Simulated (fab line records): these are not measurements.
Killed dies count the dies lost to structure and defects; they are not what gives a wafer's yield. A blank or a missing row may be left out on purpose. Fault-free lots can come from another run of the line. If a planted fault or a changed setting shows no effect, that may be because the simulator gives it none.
Comparing a struck lot with a sound one | flow nandHarc | 15 out of 1302 route steps
Sound: wafers L543.2, L543.3, L543.4. Struck: wafer L555.3 (L555.5, L555.6, from the same lot, were not struck and are left out); the cause is given at the end.
For every step that has rows: the tool of each side, followed by ch and its chambers, followed by its first start. Under that, the readings that differ: sound wafers | struck wafers | difference of the means | sigmas: that difference in standard deviations of wafers without a fault.
alike: words and numbers the same on both sides, and readings whose means are apart by under 2 such deviations; not compared: readings that were withheld, readings missing a value for some wafer, numbers with overlapping values and no deviation given by the record, and bounds like >300 which may hide the same value.
A row with sigmas, a row that says differs or no value, or rows on one side alone: a step with any of these is where the two part. Numbers that have no deviation but don't overlap get no sigmas and don't part them. Lack of a reading on every wafer of one side parts them only where that side has two or more wafers.

first, 8 steps without rows for these wafers: NHARC_P_M0_HMDS_02 (time 30 s); NHARC_P_M0_COAT_33 (time 65 s); NHARC_P_M0_COAT_03 (resist thk 90 nm); NHARC_P_M0_SOFTBAKE_04 (time 55 s); NHARC_P_M0_EBR_05; NHARC_P_M0_EXPOSE_06 (exposes mask P M0, target cd 90 nm); NHARC_P_M0_PEB_07 (peb time 65 s); NHARC_P_M0_DEVELOP_08 (develop time 35 s).
NHARC_P_M0_CD_MEAS_09 targets a cd of 90 nm.
  sound on cdSem-01 ch 0, day 9 05:59; struck on cdSem-02 ch 0, day 14 10:36
  alike: cdNm
NHARC_P_M0_OVL_MEAS_10: pitch 180 nm.
  sound on overlay-01, day 9 06:05; struck on overlay-02, day 14 10:41
reading         | sound          | struck | difference | sigmas
overlayXNm (nm) | -1.4 -1.4 -1.3 | 2.0    | +3.4       | +4
  alike: overlayYNm
NHARC_P_M0_INSPECT_11:
  sound on defectInspect-01, day 9 06:07; struck on defectInspect-01, day 14 10:43
  alike: rawDefectCount
NHARC_P_M0_DESCUM_14: chemistry O2, time 3 s.
  sound on rieDiel-07 ch 0,1,3, day 9 06:10; struck on rieDiel-02 ch 0, day 14 10:47
reading             | sound    | struck | difference | sigmas
rfHoursCounterH (h) | 26 26 25 | 16     | -10        | 
  alike: drypumpMotorCurrentA, oesProductAu, rfVppV, showerheadPlenumPTorr, throttleValvePct
NHARC_P_M0_ETCH_34: etches the open film in N2/H2, target depth 40 nm, overetch 12 nm, time 43.94 s.
  sound on rieDiel-07 ch 0,2,3, day 9 06:16; struck on rieDiel-02 ch 3, day 14 10:52
reading             | sound          | struck | difference | sigmas
rfHoursCounterH (h) | 25 25 26       | 15     | -10        | 
runLengthS (s)      | 65.4 65.1 65.1 | 52.1   | -13.1      | -30
  alike: drypumpMotorCurrentA, n2FlowSccm, oesProductAu, rfVppV, showerheadPlenumPTorr, throttleValvePct
NHARC_P_M0_ETCH_15: etches the open film in C4F8/Ar, target depth 150 nm, overetch 15 nm, time 82.5 s.
  sound on rieDiel-07 ch 0,1,2; struck on rieDiel-02 ch 2
reading             | sound    | struck | difference | sigmas
rfHoursCounterH (h) | 26 25 26 | 16     | -10        | 
  alike: oesProductAu, rfVppV, runLengthS
NHARC_END_SORT_01:
  the record has rows for the sound wafers here (prober-02 ch 0, day 28 05:27) and none for the struck ones

## WHERE THEY PART
Last at NHARC_END_SORT_01 as far as this record goes, first at NHARC_P_M0_OVL_MEAS_10.

WHY: what had been put in by the simulator
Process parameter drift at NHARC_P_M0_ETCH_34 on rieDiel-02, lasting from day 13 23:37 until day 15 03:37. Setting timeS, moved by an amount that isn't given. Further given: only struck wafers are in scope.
